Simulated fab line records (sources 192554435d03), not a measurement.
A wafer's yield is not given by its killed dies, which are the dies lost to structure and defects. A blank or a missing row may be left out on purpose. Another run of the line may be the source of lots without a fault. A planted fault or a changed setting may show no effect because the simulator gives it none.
fab line records | flow n5Finfet
[record] lots = 7 wafers = 21
route steps=1938 shown SDB@350 HKMG_FIN@428 MOL_CONTACT_COAG@565 BEOL_M0_SAQP@676
startH: start of the lot's first displayed wafer, in hours after the record's first day | waitH: how many hours have passed since the lot's step before this one | " same as the row above | L1.1+2: one row covering several wafers at once | - value missing, or start not given | * or withheld: withheld | < > ~ a bound
route shown NAME@n: a module of which the file shows steps, and the number in the route of the first | usual: the fault-free wafers' mean and standard deviation | same: alike in all rows | chamber/n: place in a boat | sites: the reading at each site | _std_site: the values' standard deviation | _edge_site: the outer-site mean with the inner-site mean subtracted | radiusMm: for every site, how far away it sits from the centre of the wafer | mask NAME#n: copy n | behind: the last tool/chamber to shape the wafer | hold: cause of the lot's hold/its duration in hours/its outcome | device: the n, p or np transistor that did not switch | end of line: at the end of the route, the tests of the same wafers | a step given without rows: its recipe and nothing more | killed: count of dies lost to structure and defects at first sort (not the wafer's yield) | map: per-die view of a wafer (x killed, . not killed, _ where there is no die)
set.NAME: the run value of the setting; set.NAME@STEP: its run value at that earlier step | model.NAME: the simulator's own value behind a step, which no gauge read
lots whose settings were changed on purpose; a table a step, a row a wafer
[[steps]]
[step N5_SDB_COAT_05]
[recipe] resist = CAR-ArF spinRpm = 1500 resistThkNm = 90
// columns lot.wafer tool chamber startH waitH set.spinRpm model.CAR-ArF_of_SDB_COAT_05.thkNm
L075.1 lithoTrack-01 0 - - 1500 89.2
L075.3 " 0 " " 1360 94.2
L075.6 " 0 " " 1500 89.6
L077.1 lithoTrack-01 0 - - 1421 92.4
L077.2+5 " 0 " " 1500 89.8
L078.2 lithoTrack-02 0 - - 1374 93.6
L078.3 " 0 " " 1374 94
L078.4 " 0 " " 1500 89.4
L081.2 lithoTrack-01 0 - - 1552 87.8
L081.3 " 0 " " 1552 88.2
L081.5 " 0 " " 1500 89.8
L090.4 lithoTrack-02 0 - - 1609 87.2
L090.5+6 " 0 " " 1500 90.4
L091.2+5+6 lithoTrack-01 0 - - 1500 90.6
L092.2+6 lithoTrack-04 0 - - 1500 90.2
L092.3 " 0 " " 1500 89.8
[step N5_SDB_EBR_07]
[recipe] solvent = PGMEA ebrWidthMm = 1.5
[step N5_SDB_SOFTBAKE_06]
[recipe] tempC = 110 timeS = 60 resist = CAR-ArF
[step N5_SDB_EXPOSE_08]
[recipe] maskId = SDB na = 1.35 sourceShape = conventional sigmaOuter = 0.5 polarization = unpolarized doseMj = 49.6
[step N5_SDB_PEB_09]
[recipe] pebTempC = withheld pebTimeS = 60 resist = CAR-ArF
[step N5_SDB_DEVELOP_10]
[recipe] developTimeS = 30 developer = TMAH resist = CAR-ArF rinseLiquid = diw dry = airSpin devTempC = 23
// columns lot.wafer tool chamber startH waitH set.spinRpm@SDB_COAT_05 model.CAR-ArF_of_SDB_COAT_05.thkNm
L075.1 lithoTrack-02 0 - - 1500 87.4
L075.3 " 0 " " 1360 92.4
L075.6 " 0 " " 1500 88
L077.1 lithoTrack-02 0 - - 1421 90.8
L077.2+5 " 0 " " 1500 88.2
L078.2 lithoTrack-02 0 - - 1374 92
L078.3 " 0 " " 1374 92.2
L078.4 " 0 " " 1500 87.8
L081.2 lithoTrack-01 0 - - 1552 86
L081.3 " 0 " " 1552 86.4
L081.5 " 0 " " 1500 88
L090.4 lithoTrack-02 0 - - 1609 85.4
L090.5+6 " 0 " " 1500 88.6
L091.2 lithoTrack-04 0 - - 1500 89
L091.5+6 " 0 " " 1500 88.8
L092.2 lithoTrack-02 0 - - 1500 88.4
L092.3 " 0 " " 1500 88.2
L092.6 " 0 " " 1500 88.6
[step N5_SDB_DESCUM_16]
[recipe] chemistry = O2 timeS = 7.9 sourcePowerW = 50 biasPowerW = 20 pressureMtorr = 20 rfFrequencyHz = 2.712e+07 tempC = 40 resist = CAR-ArF o2FlowSccm = 225
[step N5_SDB_ETCH_17]
[recipe] chemistry = CF4 target = SiARC targetDepthA = 234 maskMaterial = CAR-ArF timeS = 39 ionEnergyEv = 80 pressureMtorr = 40 sourceW = 545 biasW = 36 Ar_flow_sccm = 100 cf4FlowSccm = 100 ends = cleared
// columns lot.wafer tool chamber startH waitH set.spinRpm@SDB_COAT_05 model.CAR-ArF_of_SDB_COAT_05.thkNm
L075.1 rieDiel-05 2 73.79 0.0 1500 66
L075.3 " 3 " " 1360 70.8
L075.6 " 2 " " 1500 66.4
L077.1 rieDiel-05 0 87.33 0.0 1421 69
L077.2 " 3 " " 1500 66.4
L077.5 " 1 " " 1500 66.6
L078.2 rieDiel-05 0 89.10 0.0 1374 70.2
L078.3 " 1 " " 1374 70.6
L078.4 " 2 " " 1500 66.2
L081.2 rieDiel-05 2 109.08 0.0 1552 64.4
L081.3 " 0 " " 1552 64.8
L081.5 " 3 " " 1500 66.4
L090.4 rieDiel-05 0 160.28 0.0 1609 63.8
L090.5+6 " 1,2 " " 1500 67
L091.2 rieDiel-04 2 168.89 0.0 1500 67.4
L091.5+6 " 1,0 " " 1500 67.2
L092.2 rieDiel-05 0 175.67 0.0 1500 66.8
L092.3 " 3 " " 1500 66.4
L092.6 " 2 " " 1500 67
[step N5_SDB_ETCH_18]
[recipe] chemistry = N2/H2 target = SOC targetDepthA = 1000 overetchA = 200 maskMaterial = SiARC tempC = 40 timeS = 150 ionEnergyEv = 200 pressureMtorr = 30 sourceW = 840 biasW = 150 n2FlowSccm = 200 h2FlowSccm = 200
[usual] rfVppV = 525.3/2.3
// columns lot.wafer tool chamber startH waitH set.sourceW rfVppV
L075.1 rieDiel-05 2 73.83 0.0 840 525.6
L075.3 " 3 " " 777.1 536.8
L075.6 " 2 " " 777.1 540.4
L077.1 rieDiel-05 0 87.37 0.0 734.3 552.0
L077.2 " 3 " " 734.3 545.9
L077.5 " 1 " " 840 526.7
L078.2 rieDiel-05 0 89.13 0.0 718 555.9
L078.3 " 1 " " 840 527.0
L078.4 " 2 " " 840 526.4
L081.2 rieDiel-05 2 109.12 0.0 840 524.6
L081.3 " 0 " " 840 529.8
L081.5 " 3 " " 840 522.3
L090.4 rieDiel-05 0 160.31 0.0 840 529.6
L090.5 " 1 " " 840 525.1
L090.6 " 2 " " 840 525.1
L091.2 rieDiel-04 2 168.93 0.0 840 524.8
L091.5 " 1 " " 840 526.0
L091.6 " 0 " " 840 527.8
L092.2 rieDiel-05 0 175.71 0.0 840 527.1
L092.3 " 3 " " 840 521.3
L092.6 " 2 " " 840 524.7
[step N5_HKMG_FIN_PEB_10]
[recipe] pebTempC = withheld pebTimeS = 60 resist = CAR-ArF
// columns lot.wafer tool chamber startH waitH set.pebTimeS
L075.1+6 lithoTrack-02 0 82.95 0.1 60
L075.3 " 0 " " 49.4
L077.1 lithoTrack-02 0 96.80 0.1 53.72
L077.2+5 " 0 " " 60
L078.2+3+4 lithoTrack-03 0 99.38 0.0 60
L081.2+5 lithoTrack-05 0 118.79 0.0 60
L081.3 " 0 " " 71.16
L090.4+5 lithoTrack-02 0 169.19 0.0 53.91
L090.6 " 0 " " 60
L091.2+5+6 lithoTrack-05 0 177.80 0.0 60
L092.2 lithoTrack-05 0 184.46 0.0 49.71
L092.3+6 " 0 " " 60
[step N5_HKMG_FIN_DEVELOP_11]
[recipe] developTimeS = 30 developer = TMAH resist = CAR-ArF devTempC = 23 rinseLiquid = diw dry = airSpin
[step N5_HKMG_FIN_CD_MEAS_12]
[recipe] targetCdNm = 92.8 landingEnergyEv = 500 detector = seInlens
[usual] cdNm = 92.8/0.63
// columns lot.wafer tool chamber startH waitH set.pebTimeS@HKMG_FIN_PEB_10 cdNm
L075.1 cdSem-02 0 83.01 - 60 92.8
L075.3 " 0 " " 49.4 85.8
L075.6 " 0 " " 60 92.9
L077.1 cdSem-01 0 96.86 - 53.72 88.3
L077.2 " 0 " " 60 92.7
L077.5 " 0 " " 60 92.3
L078.2 cdSem-02 0 99.45 - 60 92.0
L078.3 " 0 " " 60 91.5
L078.4 " 0 " " 60 92.4
L081.2 cdSem-03 0 118.86 - 60 92.4
L081.3 " 0 " " 71.16 97.9
L081.5 " 0 " " 60 92.1
L090.4 cdSem-03 0 169.26 - 53.91 89.2
L090.5 " 0 " " 53.91 88.8
L090.6 " 0 " " 60 93.1
L091.2 cdSem-02 0 177.87 - 60 92.7
L091.5 " 0 " " 60 92.8
L091.6 " 0 " " 60 92.6
L092.2 cdSem-02 0 184.52 - 49.71 85.5
L092.3 " 0 " " 60 91.6
L092.6 " 0 " " 60 91.6
[step N5_HKMG_FIN_ETCH_35]
[recipe] chemistry = N2/H2 target = SOC targetDepthA = 2158 ionEnergyEv = 65 biasW = 5 sourceW = 3000 timeS = 243.4 pressureMtorr = 30 n2FlowSccm = 200 h2FlowSccm = 200
[usual] rfVppV = 141.9/1
// columns lot.wafer tool chamber startH waitH set.sourceW rfVppV model.etch.depthNm model.SOC_of_HKMG_FIN_COAT_29.thkNm model.HKMG_FIN.featureDepthNm
L075.1 rieDiel-04 2 83.49 0.0 3537 133.6 242.7 57.4 242.8
L075.3 " 0 " " 3537 134.6 243.3 56.4 243.2
L075.6 " 2 " " 3000 140.7 211.6 88.4 211.6
L077.1 rieDiel-05 1 97.44 0.0 3498 135.5 244.8 56 244.8
L077.2 " 0 " " 3000 143.9 219.1 80.2 219
L077.5 " 1 " " 3498 133.6 244.3 56.2 244.2
L078.2 rieDiel-04 0 99.85 0.0 3000 143.2 214.6 86.2 214.6
L078.3 " 1 " " 2857 144.1 208.2 92.8 208.2
L078.4 " 2 " " 2857 143.7 203.7 96.4 203.8
L081.2 rieDiel-04 3 119.25 0.0 3269 137.7 234.7 65.6 234.6
L081.3 " 0 " " 3000 140.9 215.7 83 215.6
L081.5 " 3 " " 3269 137.0 233.9 66.2 233.8
L090.4 rieDiel-04 3 169.64 0.0 3000 142.0 219.8 81.2 219.8
L090.5 " 3 " " 3000 141.9 218.2 82.2 218.2
L090.6 " 2 " " 3344 136.2 232.4 68.4 232.4
L091.2 rieDiel-04 1 178.25 0.0 3000 142.4 217.5 82.6 217.6
L091.5 " 0 " " 3000 143.7 217.5 83.4 217.6
L091.6 " 3 " " 3000 141.7 217.9 82.6 218
L092.2 rieDiel-05 2 184.91 0.0 3301 137.2 237.5 64.6 237.4
L092.3 " 3 " " 3000 141.6 222.2 80.2 222.2
L092.6 " 2 " " 3301 136.9 238.6 63.4 238.6
[step N5_MOL_CONTACT_COAG_COAT_76]
[recipe] resist = SiARC tempC = 220 timeS = 60 spinRpm = 1500 resistThkNm = 10
// columns lot.wafer tool chamber startH waitH set.spinRpm model.SiARC_of_MOL_CONTACT_COAG_COAT_76.thkNm
L075.1+3 lithoTrack-04 0 - - 1650 9.6
L075.6 " 0 " " 1500 10
L077.1+5 lithoTrack-02 0 - - 1425 10.2
L077.2 " 0 " " 1500 10
L078.2 lithoTrack-03 0 - - 1500 10
L078.3+4 " 0 " " 1388 10.4
L081.2+3+5 lithoTrack-02 0 - - 1500 10
L090.4+5+6 lithoTrack-02 0 - - 1500 10
L091.2+5+6 lithoTrack-02 0 - - 1500 10
L092.2+3+6 lithoTrack-02 0 - - 1500 10
[step N5_MOL_CONTACT_COAG_COAT_77]
[recipe] resist = underlayer tempC = 205 timeS = 60 spinRpm = 1500 resistThkNm = 10
[step N5_MOL_CONTACT_COAG_COAT_78]
[recipe] resist = CAR-EUV spinRpm = 1500 resistThkNm = 40
[step N5_MOL_CONTACT_COAG_DESCUM_88]
[recipe] chemistry = O2 timeS = 7 sourcePowerW = 50 biasPowerW = 20 pressureMtorr = 20 rfFrequencyHz = 2.712e+07 tempC = 40 resist = CAR-EUV o2FlowSccm = 225
[step N5_MOL_CONTACT_COAG_ETCH_89]
[recipe] chemistry = N2/H2 target = underlayer targetDepthA = 130 maskMaterial = CAR-EUV timeS = 10.4 ionEnergyEv = 200 pressureMtorr = 30 sourceW = 840 biasW = 150 n2FlowSccm = 200 h2FlowSccm = 200 ends = cleared
[step N5_MOL_CONTACT_COAG_ETCH_90]
[recipe] chemistry = CF4 target = SiARC targetDepthA = 130 maskMaterial = CAR-EUV timeS = 21.7 ionEnergyEv = 80 pressureMtorr = 40 sourceW = 545 biasW = 36 Ar_flow_sccm = 100 cf4FlowSccm = 100 ends = cleared
// columns lot.wafer tool chamber startH waitH set.spinRpm@MOL_CONTACT_COAG_COAT_76 model.etch.depthNm
L075.1 rieDiel-04 2 105.26 0.0 1650 9.572
L075.3 " 0 " " 1650 9.552
L075.6 " 0 " " 1500 10.06
L077.1 rieDiel-04 1 121.29 0.0 1425 10.29
L077.2 " 0 " " 1500 10.03
L077.5 " 1 " " 1425 10.28
L078.2 rieDiel-03 1 122.43 0.0 1500 10.07
L078.3 " 2 " " 1388 10.44
L078.4 " 2 " " 1388 10.41
L081.2 rieDiel-03 3 140.95 0.0 1500 9.999
L081.3+5 " 0,3 " " 1500 10.02
L090.4 rieDiel-04 3 195.18 0.0 1500 10.06
L090.5 " 3 " " 1500 10.04
L090.6 " 2 " " 1500 10.01
L091.2 rieDiel-05 1 203.14 0.0 1500 10.03
L091.5 " 2 " " 1500 10.05
L091.6 " 3 " " 1500 10.04
L092.2 rieDiel-05 0 207.52 0.0 1500 10.01
L092.3 " 1 " " 1500 10.02
L092.6 " 2 " " 1500 9.989
[step N5_MOL_CONTACT_COAG_ALD_131]
[recipe] material = SiO2 targetThkA = 50 tempC = 100 aldPrecursorFamily = BDEAS aldCoReactant = O2-plasma pulseTimeS = 1 coReactantPulseTimeS = 1 purgeTimeS = 2 coReactantPurgeTimeS = 2 aldCycles = 35 pressureTorr = 2
[step N5_MOL_CONTACT_COAG_ETCHBACK_132]
[recipe] chemistry = CHF3 target = SiO2 targetDepthA = 100 timeS = 6.7 ionEnergyEv = 200 pressureMtorr = 30 sourceW = 610 biasW = 170 Ar_flow_sccm = 200 CHF3_flow_sccm = 50
[step N5_MOL_CONTACT_COAG_ETCH_91]
[recipe] chemistry = N2/H2 target = SOC targetDepthA = 600 overetchA = 210 maskMaterial = SiARC tempC = 40 timeS = 101.2 ionEnergyEv = 200 pressureMtorr = 30 sourceW = 840 biasW = 150 n2FlowSccm = 200 h2FlowSccm = 200
// columns lot.wafer tool chamber startH waitH set.spinRpm@MOL_CONTACT_COAG_COAT_76 model.SiARC_of_MOL_CONTACT_COAG_COAT_76.thkNm
L075.1+3 rieDiel-04 1,3 105.58 0.0 1650 5.4
L075.6 " 1 " " 1500 5.8
L077.1 rieDiel-04 1 121.58 0.0 1425 6.2
L077.2 " 3 " " 1500 5.8
L077.5 " 1 " " 1425 6
L078.2 rieDiel-05 2 122.72 0.0 1500 5.8
L078.3+4 " 0,1 " " 1388 6.2
L081.2+3+5 rieDiel-04 0,2,3 141.41 0.0 1500 5.8
L090.4+6 rieDiel-05 0,1 195.47 0.0 1500 5.8
L090.5 " 2 " " 1500 5.6
L091.2+5+6 rieDiel-05 0,1,0 203.70 0.0 1500 5.8
L092.2+3+6 rieDiel-05 2,0,0 207.89 0.0 1500 5.8
[step N5_MOL_CONTACT_COAG_EXPOSE_37]
[recipe] maskId = VD na = 0.33 sourceShape = annular sigmaInner = 0.3 sigmaOuter = 0.7 polarization = unpolarized defocusNm = 0 doseMj = 62
// columns lot.wafer tool chamber startH waitH mask set.doseMj
L075.1 euvScanner-01 0 106.40 - VD#0 62
L075.3+6 " 0 " " VD#0 59.27
L077.1+2 euvScanner-02 0 122.37 - VD#0 58.22
L077.5 " 0 " " VD#0 62
L078.2+3+4 euvScanner-02 0 123.36 - VD#0 62
L081.2+3+5 euvScanner-01 0 142.05 - VD#0 62
L090.4+5+6 euvScanner-01 0 196.13 - VD#0 62
L091.2+5+6 euvScanner-01 0 204.34 - VD#0 62
L092.2+3+6 euvScanner-02 0 208.66 - VD#0 62
[step N5_MOL_CONTACT_COAG_ALD_133]
[recipe] material = SiO2 targetThkA = 50 tempC = 100 aldPrecursorFamily = BDEAS aldCoReactant = O2-plasma pulseTimeS = 1 coReactantPulseTimeS = 1 purgeTimeS = 2 coReactantPurgeTimeS = 2 aldCycles = 35 pressureTorr = 2
// columns lot.wafer tool chamber startH waitH set.tempC
L075.1 aldSin-01 0 106.94 0.2 104.1
L075.3+6 " 3 " " 100
L077.1+2+5 aldSin-01 0,2,0 122.78 0.1 100
L078.2+3 aldSin-01 2,0 123.76 0.1 100
L078.4 " 0 " " 103.6
L081.2+5 aldSin-04 3,1 142.50 0.1 102.6
L081.3 " 2 " " 100
L090.4 aldSin-01 1 196.50 0.1 98.19
L090.5+6 " 3,2 " " 100
L091.2+5+6 aldSin-04 3,3,2 204.98 0.3 100
L092.2 aldSin-04 1 209.05 0.1 96.59
L092.3+6 " 2,0 " " 100
[step N5_MOL_CONTACT_COAG_ETCHBACK_134]
[recipe] chemistry = CHF3 target = SiO2 targetDepthA = 100 timeS = 6.7 ionEnergyEv = 200 pressureMtorr = 30 sourceW = 610 biasW = 170 Ar_flow_sccm = 200 CHF3_flow_sccm = 50
[step N5_MOL_CONTACT_COAG_ETCH_67]
[recipe] chemistry = N2/H2 target = SOC targetDepthA = 600 overetchA = 210 maskMaterial = SiARC tempC = 40 timeS = 101.2 ionEnergyEv = 200 pressureMtorr = 30 sourceW = 840 biasW = 150 n2FlowSccm = 200 h2FlowSccm = 200
[step N5_MOL_CONTACT_COAG_PRECLEAN_138]
[recipe] chemistry = alkalineClean tempC = 60 timeS = 60 doPpb = 50
[step N5_MOL_CONTACT_COAG_SRD_139]
[recipe] dry = ipaMarangoni timeS = 30 tempC = 23 rinseLiquid = diw
[step N5_MOL_CONTACT_COAG_CD_MEAS_101]
[recipe] targetCdNm = 16
[usual] cdNm = 15.9/0.31
// columns lot.wafer tool chamber startH waitH set.doseMj@MOL_CONTACT_COAG_EXPOSE_37 cdNm
L075.1 cdSem-03 - 108.14 0.0 62 16.1
L075.3 " - " " 59.27 15.6
L075.6 " - " " 59.27 15.6
L077.1 cdSem-02 - 123.56 0.0 58.22 14.3
L077.2 " - " " 58.22 14.5
L077.5 " - " " 62 15.8
L078.2 cdSem-03 - 124.46 0.0 62 16.0
L078.3 " - " " 62 15.9
L078.4 " - " " 62 15.8
L081.2 cdSem-03 - 143.19 0.0 62 16.0
L081.3 " - " " 62 15.9
L081.5 " - " " 62 15.8
L090.4 cdSem-01 - 197.19 0.0 62 16.4
L090.5 " - " " 62 16.0
L090.6 " - " " 62 16.1
L091.2 cdSem-02 - 205.71 0.0 62 16.0
L091.5 " - " " 62 15.9
L091.6 " - " " 62 16.2
L092.2 cdSem-03 - 209.74 0.0 62 16.0
L092.3 " - " " 62 15.9
L092.6 " - " " 62 15.5
[step N5_BEOL_M0_SAQP_SPACER2_ALD_26]
[recipe] material = SiO2 targetThkA = 150 tempC = 300 aldPrecursorFamily = BDEAS aldCoReactant = O2-plasma pulseTimeS = 1 purgeTimeS = 2 coReactantPurgeTimeS = 2 pressureTorr = 2
// columns lot.wafer tool chamber startH waitH set.targetThkA model.SiO2_of_BEOL_M0_SAQP_SPACER2_ALD_26.thkNm
L075.1+3 aldSin-03 2,0 118.17 0.1 150 15
L075.6 " 2 " " 150 15.2
L077.1+2 aldSin-02 1,0 132.28 0.1 150 15
L077.5 " 0 " " 133.6 13.4
L078.2 aldSin-03 2 136.09 0.1 150 15.2
L078.3+4 " 0,3 " " 150 15
L081.2 aldSin-03 1 153.09 0.4 144.7 14.6
L081.3+5 " 0,3 " " 150 15
L090.4+5 aldSin-01 2,1 206.46 0.1 150 15
L090.6 " 2 " " 134.6 13.4
L091.2+5+6 aldSin-02 3,2,3 214.22 0.1 150 15
L092.2 aldSin-01 3 219.21 0.1 155.6 15.6
L092.3+6 " 1,3 " " 150 15
[step N5_BEOL_M0_SAQP_SPACER2_ETCHBACK_27]
[recipe] chemistry = CHF3/O2 mode = anisotropicEtchback target = SiO2 targetDepthA = 225 timeS = 11.25 pressureMtorr = 30 sourceW = 650 biasW = 170 Ar_flow_sccm = 200 CHF3_flow_sccm = 50 O2_flow_sccm = 5 ionEnergyEv = 200
[step N5_BEOL_M0_SAQP_MANDREL2_REMOVE_110]
[recipe] chemistry = HBr/Cl2/O2 btTimeS = 10 target = a-Si stopOn = SiCN endpoint = OES-SiCl overEtchFrac = 1 icpW = 600 biasW = 30 HBr_flow_sccm = 150 Cl2_flow_sccm = 80 O2_flow_sccm = 5 pressureMtorr = 10
// columns lot.wafer tool chamber startH waitH set.targetThkA@BEOL_M0_SAQP_SPACER2_ALD_26 model.BEOL_M0_SAQP.cdNm
L075.1 rieSi-05 3 118.81 0.1 150 15.2
L075.3+6 " 1,2 " " 150 15
L077.1+2 rieSi-04 0,2 133.02 0.1 150 15
L077.5 " 1 " " 133.6 13.4
L078.2 rieSi-03 0 136.79 0.1 150 15.2
L078.3+4 " 2,3 " " 150 15
L081.2 rieSi-04 0 153.73 0.1 144.7 14.6
L081.3+5 " 3,2 " " 150 15
L090.4+5 rieSi-05 3,1 207.09 0.1 150 15
L090.6 " 2 " " 134.6 13.6
L091.2+5+6 rieSi-04 1,0,3 214.89 0.1 150 15
L092.2 rieSi-04 2 219.91 0.1 155.6 15.6
L092.3 " 3 " " 150 14.8
L092.6 " 3 " " 150 15
[step N5_BEOL_M0_SAQP_CD_MEAS_29]
[recipe] targetCdNm = 14.4 landingEnergyEv = 1000 detector = seInlens
[usual] cdNm = 14.97/0.22
// columns lot.wafer tool chamber startH waitH set.targetThkA@BEOL_M0_SAQP_SPACER2_ALD_26 cdNm
L075.1 cdSem-02 0 118.92 0.1 150 14.97
L075.3 " 0 " " 150 14.87
L075.6 " 0 " " 150 15.36
L077.1 cdSem-02 0 133.13 0.1 150 15.08
L077.2 " 0 " " 150 14.83
L077.5 " 0 " " 133.6 13.59
L078.2 cdSem-03 0 136.90 0.1 150 14.89
L078.3 " 0 " " 150 14.85
L078.4 " 0 " " 150 14.90
L081.2 cdSem-01 0 153.84 0.1 144.7 14.59
L081.3 " 0 " " 150 14.81
L081.5 " 0 " " 150 14.99
L090.4 cdSem-01 0 207.21 0.1 150 15.24
L090.5 " 0 " " 150 14.51
L090.6 " 0 " " 134.6 13.48
L091.2 cdSem-02 0 215.00 0.1 150 15.24
L091.5 " 0 " " 150 15.28
L091.6 " 0 " " 150 14.88
L092.2 cdSem-01 0 220.03 0.1 155.6 15.73
L092.3 " 0 " " 150 15.14
L092.6 " 0 " " 150 14.86
[[key]]
[split] step = N5_SDB_COAT_05 setting = spinRpm stated = 1500 by = wafer
[response] step = N5_SDB_COAT_05 reading = model.CAR-ArF_of_SDB_COAT_05.thkNm change = -0.499 per = 1% r = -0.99
[response] step = N5_SDB_DEVELOP_10 reading = model.CAR-ArF_of_SDB_COAT_05.thkNm change = -0.492 per = 1% r = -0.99
[response] step = N5_SDB_ETCH_17 reading = model.CAR-ArF_of_SDB_COAT_05.thkNm change = -0.483 per = 1% r = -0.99
[split] step = N5_SDB_ETCH_18 setting = sourceW stated = 840 by = wafer
[response] step = N5_SDB_ETCH_18 reading = rfVppV change = -1.88 per = 1% r = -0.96
[split] step = N5_HKMG_FIN_PEB_10 setting = pebTimeS stated = 60 by = wafer
[response] step = N5_HKMG_FIN_CD_MEAS_12 reading = cdNm change = +0.362 per = 1% r = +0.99
[split] step = N5_HKMG_FIN_ETCH_35 setting = sourceW stated = 3000 by = wafer
[response] step = N5_HKMG_FIN_ETCH_35 reading = rfVppV change = -0.452 per = 1% r = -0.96
[response] step = N5_HKMG_FIN_ETCH_35 reading = model.etch.depthNm change = +1.62 per = 1% r = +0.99
[response] step = N5_HKMG_FIN_ETCH_35 reading = model.SOC_of_HKMG_FIN_COAT_29.thkNm change = -1.58 per = 1% r = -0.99
[response] step = N5_HKMG_FIN_ETCH_35 reading = model.HKMG_FIN.featureDepthNm change = +1.62 per = 1% r = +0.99
[split] step = N5_MOL_CONTACT_COAG_COAT_76 setting = spinRpm stated = 1500 by = wafer
[response] step = N5_MOL_CONTACT_COAG_COAT_76 reading = model.SiARC_of_MOL_CONTACT_COAG_COAT_76.thkNm change = -0.0442 per = 1% r = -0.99
[response] step = N5_MOL_CONTACT_COAG_ETCH_90 reading = model.etch.depthNm change = -0.0494 per = 1% r = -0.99
[response] step = N5_MOL_CONTACT_COAG_ETCH_91 reading = model.SiARC_of_MOL_CONTACT_COAG_COAT_76.thkNm change = -0.047 per = 1% r = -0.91
[split] step = N5_MOL_CONTACT_COAG_EXPOSE_37 setting = doseMj stated = 62 by = wafer
[response] step = N5_MOL_CONTACT_COAG_CD_MEAS_101 reading = cdNm change = +0.197 per = 1% r = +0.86
[split] step = N5_MOL_CONTACT_COAG_ALD_133 setting = tempC stated = 100 by = wafer
response none clear
[split] step = N5_BEOL_M0_SAQP_SPACER2_ALD_26 setting = targetThkA stated = 150 by = wafer
[response] step = N5_BEOL_M0_SAQP_SPACER2_ALD_26 reading = model.SiO2_of_BEOL_M0_SAQP_SPACER2_ALD_26.thkNm change = +0.149 per = 1% r = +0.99
[response] step = N5_BEOL_M0_SAQP_MANDREL2_REMOVE_110 reading = model.BEOL_M0_SAQP.cdNm change = +0.143 per = 1% r = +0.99
[response] step = N5_BEOL_M0_SAQP_CD_MEAS_29 reading = cdNm change = +0.132 per = 1% r = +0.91
